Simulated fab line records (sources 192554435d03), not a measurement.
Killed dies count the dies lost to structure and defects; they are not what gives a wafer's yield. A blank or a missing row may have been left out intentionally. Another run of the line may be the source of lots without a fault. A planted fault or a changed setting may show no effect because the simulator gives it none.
Split-lot experiment | flow n5-finfet | on a route of 1938 steps: 7 lots, 21 wafers read

== THE SPLIT ITSELF ==
At N5_BEOL_M12_SPUTTER_44 (material Ta, target thk 10 nm, time 16.13 s), the setting power-w was moved away from the recipe's 15000 W on 8 of the 21 wafers read, by -10.7% to +17.4%. All remaining wafers had this setting at the recipe value.

The split's own step is where the reading is taken.

== THE READING ==
Ta_of_BEOL_M12_SPUTTER_44.thk-nm (the simulator's own value, which no gauge read), in nm, at N5_BEOL_M12_SPUTTER_44 (material Ta, target thk 10 nm, time 16.13 s). The file gives no usual value for it. Here, 13 wafers ran the recipe; their average is 10.1 nm with a standard deviation of 0.19 nm.

wafer  | tool, chamber at the split | power-w as run, W | against the recipe | Ta_of_BEOL_M12_SPUTTER_44.thk-nm, nm | against lot-mates on the recipe
L077.3 | pvd-sputter-02, -          | 15000             | recipe             | 10                                   | -
L077.4 | pvd-sputter-02, -          | 16370             | +9.1%              | 11                                   | +1.0
L077.5 | pvd-sputter-02, -          | 16370             | +9.1%              | 11                                   | +1.0
L078.2 | pvd-sputter-02, -          | 15000             | recipe             | 9.8                                  | -
L078.5 | pvd-sputter-02, -          | 15000             | recipe             | 9.8                                  | -
L078.6 | pvd-sputter-02, -          | 13390             | -10.7%             | 8.6                                  | -1.2
L082.1 | pvd-sputter-02, -          | 16790             | +11.9%             | 11.2                                 | +1.2
L082.2 | pvd-sputter-02, -          | 15000             | recipe             | 10                                   | -
L082.5 | pvd-sputter-02, -          | 15000             | recipe             | 10                                   | -
L090.1 | pvd-sputter-02, -          | 15000             | recipe             | 10                                   | -
L090.3 | pvd-sputter-02, -          | 16150             | +7.7%              | 10.8                                 | +0.7
L090.6 | pvd-sputter-02, -          | 15000             | recipe             | 10.2                                 | -
L091.1 | pvd-sputter-03, -          | 17610             | +17.4%             | 12                                   | +1.6
L091.3 | pvd-sputter-03, -          | 15000             | recipe             | 10.4                                 | -
L091.4 | pvd-sputter-03, -          | 15000             | recipe             | 10.4                                 | -
L095.1 | pvd-sputter-03, -          | 15000             | recipe             | 10                                   | -
L095.3 | pvd-sputter-03, -          | 17550             | +17.0%             | 11.8                                 | +1.8
L095.5 | pvd-sputter-03, -          | 17550             | +17.0%             | 11.8                                 | +1.8
L097.1 | pvd-sputter-03, -          | 15000             | recipe             | 10.2                                 | -
L097.2 | pvd-sputter-03, -          | 15000             | recipe             | 10.2                                 | -
L097.4 | pvd-sputter-03, -          | 15000             | recipe             | 10.2                                 | -

THE FIT
A straight line over all 21 wafers: Ta_of_BEOL_M12_SPUTTER_44.thk-nm changes by +0.107 nm for each +1% of power-w; r = +0.98; the points scatter about the line by 0.18 nm.
The same after taking each lot's own level away (the mean of its wafers on the recipe; 21 wafers): +0.103 nm for each +1%; r = +1.00; scatter 0.067 nm.
The reading moves by 1.8 nm for the largest change in power-w, on that fit.
Across the lots, their own levels run from 9.80 to 10.40 nm, a range of 3.2 times the standard deviation given above.
Consequently the slope shifts little with the lot-to-lot level, the two slopes agreeing.
Check: +1.84 nm against its lot-mates is what the line predicts for one of the wafers moved furthest among these (+17.4%) when that wafer is left out of the fit. It came out at +1.6 nm against them.

== THE OTHER SPLITS THESE WAFERS WENT THROUGH ==
These wafers also went through other splits before the reading. Each is held against what the fit with the lots' levels taken away leaves over:
other split on the same wafers | wafers away from the commonest value | r with Ta_of_BEOL_M12_SPUTTER_44.thk-nm (lot level and that fit taken away)
N5_BEOL_M11_EXPOSE_08 dose-mj  | 7                                    | +0.18

== FILE'S OWN FIT ==
Ta_of_BEOL_M12_SPUTTER_44.thk-nm changes by +0.101 nm for each +1% of power-w, r = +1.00.
